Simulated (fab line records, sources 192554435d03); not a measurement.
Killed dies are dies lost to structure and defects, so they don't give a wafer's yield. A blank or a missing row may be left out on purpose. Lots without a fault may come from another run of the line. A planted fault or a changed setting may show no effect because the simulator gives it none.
Which tool did it? | flow n5_finfet | 10 lots, 29 wafers sampled, at 5 steps of a route of 1938

WHAT THE GAUGES READ, wafer by wafer
N5_BEOL_M11_THK_MEAS_53: measures by xrf. Usual: M11_THK 141 nm, standard deviation 4.
lot  | measured     | on            | M11_THK (nm) | flag
L134 | day 12 05:18 | film_metro-01 | 138 140 143  |
L132 | day 12 08:14 | film_metro-02 | 143 140 145  |
L137 | day 12 13:22 | film_metro-01 | 142 140 139  |
L136 | day 12 18:12 | film_metro-01 | 136 135 139  |
L135 | day 12 19:47 | film_metro-01 | 135 141 135  |
L138 | day 13 02:32 | film_metro-02 | 144 143 139  |
L139 | day 13 03:14 | film_metro-01 | 137 143 133  |
L149 | day 15 13:32 | film_metro-01 | 146 139 143  |
L148 | day 15 16:11 | film_metro-01 | 140 140      |
L151 | day 16 15:29 | film_metro-02 | 131 142 142  |

WHICH TOOL RAN EACH LOT (tool, then ch and the chambers of the sampled wafers, then the start)
lot  | N5_BEOL_M11_PECVD_70            | N5_BEOL_M11_ETCH_66                | N5_BEOL_M11_STRIP_77                          | N5_BEOL_M11_CMP_52
L134 | pecvd-04 ch 1,2, day 11 23:55   | rie_diel-03 ch 2,3, day 12 02:32   | rie_diel-03 ch 2,3, day 12 05:00 or earlier   | cmp-04 ch 0,1,3, day 12 05:00
L132 | pecvd-04 ch 0,2, day 12 00:43   | rie_diel-01 ch 1,2,3, day 12 04:29 | rie_diel-01 ch 1,2,3, day 12 07:56 or earlier | cmp-01 ch 0,3, day 12 07:56
L137 | pecvd-04 ch 0,2, day 12 06:52   | rie_diel-03 ch 0,1,3, day 12 09:50 | rie_diel-03 ch 0,1,3, day 12 13:04 or earlier | cmp-03 ch 0,1,2, day 12 13:04
L136 | pecvd-04 ch 1,2, day 12 10:40   | rie_diel-03 ch 1,2,3, day 12 13:26 | rie_diel-03 ch 1,2,3, day 12 17:55 or earlier | cmp-04 ch 0,1,3, day 12 17:55
L135 | pecvd-03 ch 0,1,2, day 12 11:27 | rie_diel-05 ch 0,1, day 12 13:55   | rie_diel-05 ch 0,1, day 12 19:34 or earlier   | cmp-01 ch 1,2,3, day 12 19:34
L138 | pecvd-04 ch 0,1,2, day 12 13:55 | rie_diel-03 ch 0,2,3, day 12 22:08 | rie_diel-03 ch 0,2,3, day 13 02:14 or earlier | cmp-03 ch 0,1,3, day 13 02:14
L139 | pecvd-04 ch 0,2, day 12 18:49   | rie_diel-05 ch 0,1,3, day 13 00:02 | rie_diel-05 ch 0,1,3, day 13 03:01 or earlier | cmp-01 ch 0,1,3, day 13 03:01
L149 | pecvd-03 ch 0,1,2, day 15 07:25 | rie_diel-01 ch 0,1,2, day 15 10:40 | rie_diel-01 ch 0,1,2, day 15 13:19 or earlier | cmp-04 ch 1,2,3, day 15 13:19
L148 | pecvd-03 ch 1,2, day 15 08:54   | rie_diel-03 ch 1, day 15 13:17     | rie_diel-03 ch 1, day 15 15:58 or earlier     | cmp-03 ch 2,3, day 15 15:58
L151 | pecvd-04 ch 0,1, day 16 08:43   | rie_diel-05 ch 0,1,2, day 16 11:59 | rie_diel-05 ch 0,1,2, day 16 15:16 or earlier | cmp-03 ch 0,2,3, day 16 15:16
- N5_BEOL_M11_PECVD_70: deposits SiO2 from TEOS/O2, target thk 20 nm, time 22.7 s.
- N5_BEOL_M11_ETCH_66: etches SOC in N2/H2, target depth 120 nm, overetch 24 nm, time 180 s.
- N5_BEOL_M11_STRIP_77: strips in N2/H2, time 10 s.
- N5_BEOL_M11_CMP_52: polishes, stops on SiCOH lowk, t overpolish 7 s, target thk 140 nm.

WHAT THE TOOLS THEMSELVES READ (means of the sampled wafers that have a number; where no wafer has one, the mark that the record gives instead)
N5_BEOL_M11_PECVD_70. Usual: chamber_pressure_Torr 5.500 Torr, standard deviation 0.012; heater_power_w 732 W, standard deviation 78; showerhead_plenum_p_Torr 8.80 Torr, standard deviation 0.074; susceptor_temp_C 400.02 C, standard deviation 0.25; throttle_valve_pct 22.0 %, standard deviation 1.2.
lot  | tool     | chamber_pressure_Torr (Torr) | heater_power_w (W) | showerhead_plenum_p_Torr (Torr) | susceptor_temp_C (C) | throttle_valve_pct (%) | flag
L134 | pecvd-04 | 5.503                        | 761                | 8.73                            | 400.07               | 22.2                   |
L132 | pecvd-04 | 5.502                        | 878                | 8.78                            | 400.07               | 22.2                   |
L137 | pecvd-04 | 5.509                        | 796                | 8.76                            | 399.63               | 22.0                   |
L136 | pecvd-04 | 5.509                        | 721                | 8.73                            | 399.81               | 22.0                   |
L135 | pecvd-03 | 5.500                        | 711                | 8.85                            | 400.16               | 22.0                   |
L138 | pecvd-04 | 5.511                        | 797                | 8.74                            | 399.98               | 22.0                   |
L139 | pecvd-04 | 5.496                        | 793                | 8.77                            | 400.03               | 22.1                   |
L149 | pecvd-03 | 5.497                        | 682                | 8.85                            | 399.94               | 22.2                   |
L148 | pecvd-03 | 5.489                        | 697                | 8.80                            | 399.88               | 22.9                   |
L151 | pecvd-04 | 5.500                        | 757                | 8.72                            | 399.76               | 22.9                   |

N5_BEOL_M11_ETCH_66. Usual: drypump_motor_current_A 5.7 A, standard deviation 0.48; oes_product_au 0.65 a.u., standard deviation 0.051; rf_vpp_V 523.6 V, standard deviation 2.3; showerhead_plenum_p_Torr 2.52 Torr, standard deviation 0.079; throttle_valve_pct 17.65 %, standard deviation 0.27.
lot  | tool        | drypump_motor_current_A (A) | oes_product_au (a.u.) | rf_vpp_V (V) | showerhead_plenum_p_Torr (Torr) | throttle_valve_pct (%) | flag
L134 | rie_diel-03 | 6.3                         | 0.67                  | 527.1        | 2.65                            | 17.66                  |
L132 | rie_diel-01 | 5.6                         | 0.68                  | 522.4        | 2.49                            | 17.44                  |
L137 | rie_diel-03 | 6.4                         | 0.65                  | 525.5        | 2.59                            | 17.84                  |
L136 | rie_diel-03 | 6.3                         | 0.63                  | 524.9        | 2.58                            | 17.72                  |
L135 | rie_diel-05 | 5.4                         | 0.64                  | 523.3        | 2.48                            | 17.69                  |
L138 | rie_diel-03 | 6.1                         | 0.65                  | 526.0        | 2.60                            | 17.80                  |
L139 | rie_diel-05 | 5.6                         | 0.63                  | 524.2        | 2.55                            | 17.79                  |
L149 | rie_diel-01 | 5.4                         | 0.66                  | 523.2        | 2.45                            | 17.43                  |
L148 | rie_diel-03 | 6.6                         | 0.59                  | 521.8        | 2.50                            | 17.84                  |
L151 | rie_diel-05 | 5.4                         | 0.64                  | 521.8        | 2.47                            | 17.69                  |

N5_BEOL_M11_STRIP_77. Usual: drypump_motor_current_A 5.7 A, standard deviation 0.48; oes_product_au 0.81 a.u., standard deviation 0.072; rf_vpp_V 59.1 V, standard deviation 0.87; showerhead_plenum_p_Torr 2.52 Torr, standard deviation 0.079; throttle_valve_pct 23.4 %, standard deviation 0.39.
lot  | tool        | drypump_motor_current_A (A) | oes_product_au (a.u.) | rf_vpp_V (V) | showerhead_plenum_p_Torr (Torr) | throttle_valve_pct (%) | flag
L134 | rie_diel-03 | 6.3                         | 0.83                  | 59.7         | 2.64                            | 23.5                   |
L132 | rie_diel-01 | 5.6                         | 0.85                  | 58.8         | 2.49                            | 23.2                   |
L137 | rie_diel-03 | 6.4                         | 0.79                  | 59.7         | 2.59                            | 23.7                   |
L136 | rie_diel-03 | 6.3                         | 0.78                  | 59.9         | 2.58                            | 23.4                   |
L135 | rie_diel-05 | 5.4                         | 0.79                  | 59.1         | 2.48                            | 23.5                   |
L138 | rie_diel-03 | 6.1                         | 0.80                  | 60.6         | 2.60                            | 23.7                   |
L139 | rie_diel-05 | 5.7                         | 0.79                  | 59.5         | 2.54                            | 23.5                   |
L149 | rie_diel-01 | 5.4                         | 0.84                  | 59.1         | 2.45                            | 23.1                   |
L148 | rie_diel-03 | 6.6                         | 0.71                  | 58.8         | 2.50                            | 23.4                   |
L151 | rie_diel-05 | 5.4                         | 0.79                  | 58.8         | 2.47                            | 23.5                   |

N5_BEOL_M11_CMP_52. Usual: barrier_field_endpoint_s 28.7 s, standard deviation 0.79; motor_current_A 6.0 A, standard deviation 0.76; pad_life_wafers 852, standard deviation 590; slurry_filter_dp_kPa 13.48 kPa, standard deviation 0.13.
lot  | tool   | barrier_field_endpoint_s (s) | motor_current_A (A) | pad_life_wafers | slurry_filter_dp_kPa (kPa) | flag
L134 | cmp-04 | 28.3                         | 5.6                 | 1135            | 13.54                      |
L132 | cmp-01 | 28.5                         | 5.9                 | 96              | 13.43                      |
L137 | cmp-03 | 29.2                         | 6.3                 | 1711            | 13.56                      |
L136 | cmp-04 | 28.2                         | 6.1                 | 1237            | 13.47                      |
L135 | cmp-01 | 29.1                         | 5.5                 | 194             | 13.51                      |
L138 | cmp-03 | 31.1                         | 6.0                 | 1808            | 13.58                      | OFF
L139 | cmp-01 | 33.4                         | 6.0                 | 254             | 13.47                      | OFF
L149 | cmp-04 | 29.0                         | 6.5                 | 1748            | 13.26                      |
L148 | cmp-03 | 28.5                         | 6.8                 | 272             | 13.54                      |
L151 | cmp-03 | 29.1                         | 6.6                 | 374             | 13.42                      |

THE ANSWER, worked out from the rows above alone
Rule: a lot is off if the mean of its wafers that have a number lies more than 3 standard deviations from the usual mean. A lot without any number at a reading at which 4 lots or more have one is off too. The other lots that the step has rows for count as sound. The gauges are gone through in route order, then the tools' own readings, and for those a lot's mean is taken as printed above. The first step at which some lot is off is used, and at that step the reading that is off furthest; a lot without a number counts as furthest.
Off: L138, L139, at N5_BEOL_M11_CMP_52 (barrier_field_endpoint_s).
A tool fits if, at that step or a process step before it, it ran every lot that is off, and no sound lot after the first of them. N5_BEOL_M11_STRIP_77 gives no start for some lots, so the hours and the order of its lots are those of N5_BEOL_M11_CMP_52. None of those tried fits.

WHAT THE SIMULATOR HAD PUT IN
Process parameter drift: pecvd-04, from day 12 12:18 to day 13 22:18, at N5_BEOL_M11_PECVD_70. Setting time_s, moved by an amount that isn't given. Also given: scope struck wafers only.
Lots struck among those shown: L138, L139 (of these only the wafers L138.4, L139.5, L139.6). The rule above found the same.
